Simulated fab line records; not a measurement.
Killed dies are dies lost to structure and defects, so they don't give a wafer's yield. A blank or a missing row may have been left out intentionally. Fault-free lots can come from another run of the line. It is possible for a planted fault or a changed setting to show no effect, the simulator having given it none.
Which tool did it? :: flow n5-finfet :: Sampling: 10 lots, 29 wafers, 2 of 1938 route steps

== WHAT THE GAUGES READ, wafer by wafer ==
N5_BEOL_M4_RC_MEAS_101.
lot: L685
measured: day 8 19:38
on: prober-01
DIBL_N (mV/V): 37.7 32.4 36.1

lot: L686
measured: day 8 22:56
on: prober-02
DIBL_N (mV/V): 38.7 35.8 34.1

lot: L687
measured: day 9 10:14
on: prober-02
DIBL_N (mV/V): 36.0 37.9 35.0

lot: L688
measured: day 10 00:26
on: prober-02
DIBL_N (mV/V): 37.3 39.4 37.5

lot: L689
measured: day 9 19:16
on: prober-02
DIBL_N (mV/V): 36.6 37.9 38.8

lot: L690
measured: day 10 00:10
on: prober-01
DIBL_N (mV/V): 38.2 38.0 37.1

lot: L691
measured: day 10 03:49
on: prober-01
DIBL_N (mV/V): 37.7 37.6 34.5

lot: L693
measured: day 10 19:43
on: prober-02
DIBL_N (mV/V): 35.7 38.2 34.0

lot: L698
measured: day 12 17:44
on: prober-02
DIBL_N (mV/V): 35.9

lot: L704
measured: day 14 06:01
on: prober-01
DIBL_N (mV/V): 38.4 37.4 37.3

== TOOL THAT RAN EACH LOT (tool first, then ch and the chambers of the sampled wafers, then the start) ==
lot: L685
N5_PMOS_HMC_CHANNEL_EPI_HM_OPEN_15: rie-diel-02 ch 0,2,3, day 2 05:51

lot: L686
N5_PMOS_HMC_CHANNEL_EPI_HM_OPEN_15: rie-diel-06 ch 2,3, day 2 12:04

lot: L687
N5_PMOS_HMC_CHANNEL_EPI_HM_OPEN_15: rie-diel-04 ch 0,1,2, day 2 17:10

lot: L688
N5_PMOS_HMC_CHANNEL_EPI_HM_OPEN_15: rie-diel-02 ch 0,3, day 2 23:28

lot: L689
N5_PMOS_HMC_CHANNEL_EPI_HM_OPEN_15: rie-diel-02 ch 1,3, day 3 05:08

lot: L690
N5_PMOS_HMC_CHANNEL_EPI_HM_OPEN_15: rie-diel-02 ch 0,1, day 3 11:43

lot: L691
N5_PMOS_HMC_CHANNEL_EPI_HM_OPEN_15: rie-diel-02 ch 1,2, day 3 17:07

lot: L693
N5_PMOS_HMC_CHANNEL_EPI_HM_OPEN_15: rie-diel-02 ch 1,3, day 4 05:41

lot: L698
N5_PMOS_HMC_CHANNEL_EPI_HM_OPEN_15: rie-diel-02 ch 2,3, day 5 13:14

lot: L704
N5_PMOS_HMC_CHANNEL_EPI_HM_OPEN_15: rie-diel-06 ch 0,1,2, day 6 23:35
- N5_PMOS_HMC_CHANNEL_EPI_HM_OPEN_15: chemistry CHF3/O2, target SiO2, target depth 40.6 nm, time 20.3 s.

== THE ANSWER, worked out from the rows above alone ==
Rule: what is usual is taken from the lots themselves. Put in order of their means at a reading, lots are off if they are a third of the lots or fewer, leave a main group of 4 or more, and stand apart from it by a gap of 3 or more times the standard deviation of the main group's means; of several such gaps the widest counts. A main group whose means are all the same, to the digits that the tables above print for the reading, isn't used. Also off: a lot with no number at a reading for which 4 or more lots have one. Where the step has rows for the other lots, those lots are counted as sound.
No lot is off on any of the readings shown, so nothing can be concluded from this.

== WHAT THE SIMULATOR HAD INSERTED ==
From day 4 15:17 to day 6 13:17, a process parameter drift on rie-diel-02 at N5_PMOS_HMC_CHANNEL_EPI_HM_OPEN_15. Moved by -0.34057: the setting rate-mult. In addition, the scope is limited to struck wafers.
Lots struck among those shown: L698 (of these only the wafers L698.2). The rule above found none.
